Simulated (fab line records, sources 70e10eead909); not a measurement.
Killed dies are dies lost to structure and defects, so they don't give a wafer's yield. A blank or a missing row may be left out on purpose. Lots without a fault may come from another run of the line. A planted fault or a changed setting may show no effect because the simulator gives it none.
A struck lot beside a sound one | flow nand_harc | 13 steps out of a route of 1302
Sound: wafers L524.2, L524.3, L524.6. Struck: wafers L533.2, L533.3, L533.6. The cause comes at the end.
At each step with rows: each side's tool, then ch and its chambers, then its first start. Under that, the readings that differ: sound wafers | struck wafers | difference of the means | sigmas: that difference in standard deviations of wafers without a fault.
alike: readings whose means differ by less than 2 such deviations, and words and numbers that are the same on both sides. not compared: withheld readings, readings that some wafer has no value for, bounds like >300 that may hide the same value, and numbers for which the record gives no deviation and whose values overlap.
The two part at a step that has a row with sigmas, a row that says differs or no value, or rows on one side only. Numbers that don't overlap but have no deviation are shown without sigmas and don't part them. A reading that every wafer of one side lacks parts them only if that side has two wafers or more.

first, 5 steps without rows for these wafers: NHARC_A_STAIRCASE_EBR_246; NHARC_A_STAIRCASE_EXPOSE_247 (exposes mask SDS 1); NHARC_A_STAIRCASE_PEB_248 (peb time 130 s); NHARC_A_STAIRCASE_DEVELOP_249 (time 140 s); NHARC_A_STAIRCASE_HARDBAKE_251 (time 140 s).
NHARC_A_STAIRCASE_DESCUM_252: chemistry O2, time 3 s.
  sound on rie_diel-10 ch 0,2, day 17 03:18; struck on rie_diel-06 ch 2,3, day 20 14:46
  reading                     | sound       | struck      | difference | sigmas
  drypump_motor_current_A (A) | 5.0 5.1 5.0 | 6.2 6.4 6.4 | +1.3       | +3
  alike: mfc_ar_sccm, oes_product_au, rf_vpp_V, showerhead_plenum_p_Torr, throttle_valve_pct
  not compared: rf_hours_counter_h
NHARC_A_STAIRCASE_ETCH_253: etches the open film in C4F8/O2, target depth 50 nm, time 20.2 s.
  sound on rie_diel-10 ch 1,2, day 17 03:23; struck on rie_diel-06 ch 0,2,3, day 20 14:51
  alike: oes_product_au, rf_vpp_V
  not compared: rf_hours_counter_h
NHARC_A_STAIRCASE_STRIP_254: strips in O2.
  sound on plasma_asher-02 ch 0,1, day 17 03:31; struck on plasma_asher-02 ch 0,1, day 20 14:59
  alike: drypump_motor_current_A, heater_power_w
  not compared: rf_hours_counter_h
then, 3 steps without rows for these wafers: NHARC_A_STAIRCASE_STRIP_255 (strips in SPM, time 900 s); NHARC_A_STAIRCASE_PRECLEAN_256 (cleans in SC1); NHARC_A_STAIRCASE_SRD_257.
NHARC_A_STAIRCASE_HM_DEP_456: deposits aC, target thk 3100 nm.
  sound on acl_dep-03 ch 0, day 17 05:10; struck on acl_dep-03 ch 0, day 20 18:26
  alike: throttle_valve_pct
NHARC_A_STAIRCASE_DEP_259: deposits SiON, target thk 30 nm.
  sound on pecvd-02 ch 0,1, day 17 06:44; struck on pecvd-04 ch 0,1,2, day 20 20:41
  alike: heater_power_w
  not compared: since_wet_clean_h

WHERE THEY PART
Only at NHARC_A_STAIRCASE_DESCUM_252, within this record. Later steps at which nothing parts them and some readings are alike: NHARC_A_STAIRCASE_ETCH_253, NHARC_A_STAIRCASE_STRIP_254, NHARC_A_STAIRCASE_HM_DEP_456, NHARC_A_STAIRCASE_DEP_259.

WHY: what the simulator had put in
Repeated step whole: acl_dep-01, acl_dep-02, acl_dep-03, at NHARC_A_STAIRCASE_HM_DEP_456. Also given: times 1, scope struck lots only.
